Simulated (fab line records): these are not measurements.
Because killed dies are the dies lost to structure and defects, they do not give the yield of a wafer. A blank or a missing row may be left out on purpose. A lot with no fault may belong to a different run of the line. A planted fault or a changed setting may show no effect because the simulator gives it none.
8D (eight disciplines) problem report, filled in by code | flow n5-finfet | the parts of the form that need people (team, actions taken, sign-off) are left out

1. WHAT IS WRONG
Mean of run-length-s at N5_BEOL_M3_COAT_61: 89.05 s across 3 wafers in 2 lots; on wafers with no fault it is 66.07 s (standard deviation 0.19). That is +99 or more standard deviations from the usual mean.
The step: time 60 s, resist thk 60 nm.
Seen first at day 10 16:52 on litho-track-03, wafer L149.1. The record holds 30 wafers of 10 lots with a number at this step. Rule for "out" (also "out of limits"): further than 4 standard deviations from the usual mean. All remaining wafers that have a number are taken as sound.

2. WHAT IT IS, AND WHAT IT ISN'T
question                    | is                     | is not
which readings at this step | run-length-s           | -
which lots                  | L149, L151             | L141, L144, L153, L156, L158, L160, L162, L163
which wafers of those lots  | L149.1, L149.3, L151.1 | L149.4, L151.2, L151.4
read on which tools         | litho-track-03         | litho-track-02, litho-track-05
when                        | from day 10 16:52      | up to then (7 sound wafers); but 20 sound wafers of L151, L153, L156, L158, L160, L162, L163 came after

3. THE SUSPECTS, EACH WITH WHAT RULES IT OUT
Counting: if a tool at a process step up to the reading ran every lot that is out, it stays a suspect. Sound lots after the first of them don't rule it out here, since some wafers of a struck lot are sound.
- pecvd-03 at N5_BEOL_M3_ILD_DEP_00 (deposits SiOC from DEMS/O2, target thk 79 nm, time 15.3 s): kept. Ran every lot that is out, first one L149 (day 10 16:34); last sound lot up to then L141 (day 6 23:07).
- litho-track-03 at N5_BEOL_M3_COAT_61 (time 60 s, resist thk 60 nm): kept. Ran every lot that is out, first one L149 (day 10 16:52); last sound lot up to then L141 (day 7 00:14). On those wafers its own readings are out: run-length-s.
Remaining after the count are pecvd-03 at N5_BEOL_M3_ILD_DEP_00 and litho-track-03 at N5_BEOL_M3_COAT_61.

4. THE CAUSE (what the simulator had put in)
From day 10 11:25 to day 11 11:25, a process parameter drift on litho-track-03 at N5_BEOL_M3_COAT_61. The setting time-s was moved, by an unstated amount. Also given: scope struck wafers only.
Of the 2 suspects that counting leaves, this tool is one.

5. SEQUENCE OF EFFECTS, ordered by route
One row per reading whose mean, taken over the struck wafers that have a number, lies over 3 standard deviations from the usual. Readings are gone through only where the record gives a usual standard deviation; hours: the median, over the lots, of the time from a lot's start at the first step in this table giving one to that lot's start at this step; sigmas: the change measured in usual standard deviations.
hours | step               | reading      | usual   | on struck wafers | change | sigmas
0     | N5_BEOL_M3_COAT_61 | run-length-s | 66.07 s | 89.05            | +22.98 | +99 or more
The process steps in it:
- N5_BEOL_M3_COAT_61: time 60 s, resist thk 60 nm.
At these later measuring or inspecting steps, every struck wafer for which the step has a row has a number for every such reading, and none has moved that far: N5_BEOL_M4_RC_MEAS_101.

6. HOW IT WOULD HAVE BEEN CAUGHT EARLIER
First out-of-limits reading in this record: day 10 16:52, which is 5 hours after fault onset at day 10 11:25.
